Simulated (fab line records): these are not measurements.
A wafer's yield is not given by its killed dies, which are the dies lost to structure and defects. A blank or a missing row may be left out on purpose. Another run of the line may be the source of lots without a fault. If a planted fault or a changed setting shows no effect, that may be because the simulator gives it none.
Chamber matching + flow nand-harc + NHARC_A_STAIRCASE_ETCH_253 on rie-diel-08 has 4 sister chambers
The step etches the open film in C4F8/O2, target depth 50 nm, time 20.2 s. 18 wafers are shown with their chamber, then 9 later ones without.

== WAFERS WITH THEIR CHAMBER ==
| wafer  | chamber | rf-vpp-V (V) | oes-product-au (a.u.) |
|--------|---------|--------------|-----------------------|
| L868.1 | 2       | 896          | 0.962                 |
| L868.4 | 0       | 890          | 0.981                 |
| L868.5 | 1       | 906          | 0.965                 |
| L870.2 | 2       | 895          | 0.976                 |
| L870.3 | 3       | 895          | 0.979                 |
| L870.5 | 1       | 905          | 0.986                 |
| L871.2 | 2       | 895          | 0.987                 |
| L871.4 | 3       | 895          | 0.988                 |
| L871.5 | 2       | 896          | 0.979                 |
| L872.1 | 1       | 906          | 0.957                 |
| L872.5 | 1       | 905          | 0.962                 |
| L872.6 | 0       | 890          | 0.962                 |
| L873.1 | 1       | 905          | 0.947                 |
| L873.3 | 0       | 891          | 0.947                 |
| L873.6 | 0       | 891          | 0.946                 |
| L875.4 | 1       | 904          | 0.972                 |
| L875.5 | 3       | 894          | 0.966                 |
| L875.6 | 2       | 894          | 0.958                 |

SIGNATURES (means of the wafers above)
| reading        | chamber 0 | chamber 1 | chamber 2 | chamber 3 | scatter within a chamber |
|----------------|-----------|-----------|-----------|-----------|--------------------------|
| rf-vpp-V       | 890.50    | 905.17    | 895.20    | 894.67    | 0.722                    |
| oes-product-au | 0.95900   | 0.96483   | 0.97240   | 0.97767   | 0.0134                   |
Rule: for each reading, subtract the chamber's mean from the wafer's reading, divide by that reading's scatter and square the result; add these up over the readings and take the root, which gives the wafer's distance from the chamber. The wafer belongs to the nearest chamber; if the next one is less than 2 further off, it can't be placed. The scatter: the root of (the sum of the squares of (reading less its chamber's mean) over the shown wafers, divided by (wafers less chambers)).

== WAFERS MISSING THEIR CHAMBER ==
| wafer  | rf-vpp-V (V) | oes-product-au (a.u.) |
|--------|--------------|-----------------------|
| L880.2 | 906          | 0.951                 |
| L880.3 | 891          | 0.958                 |
| L880.5 | 894          | 0.967                 |
| L884.2 | 893          | 0.956                 |
| L884.4 | 894          | 0.955                 |
| L884.5 | 892          | 0.968                 |
| L885.4 | 895          | 0.945                 |
| L885.5 | 891          | 0.976                 |
| L885.6 | 904          | 0.967                 |

== THE CHAMBER EACH PASSED THROUGH ==
| wafer  | from the rows above          | in truth |
|--------|------------------------------|----------|
| L880.2 | 1                            | 1        |
| L880.3 | 0                            | 0        |
| L880.5 | can't be placed: 3 or 2      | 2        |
| L884.2 | can't be placed: 3 or 2 or 0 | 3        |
| L884.4 | can't be placed: 3 or 2      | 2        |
| L884.5 | can't be placed: 0 or 3      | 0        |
| L885.4 | can't be placed: 2 or 3      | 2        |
| L885.5 | 0                            | 0        |
| L885.6 | 1                            | 1        |
Correct placement for 4 of the 9. Cannot be placed on the basis of these rows: 5; the candidates contain the true chamber in 5. Placed wrongly: 0.
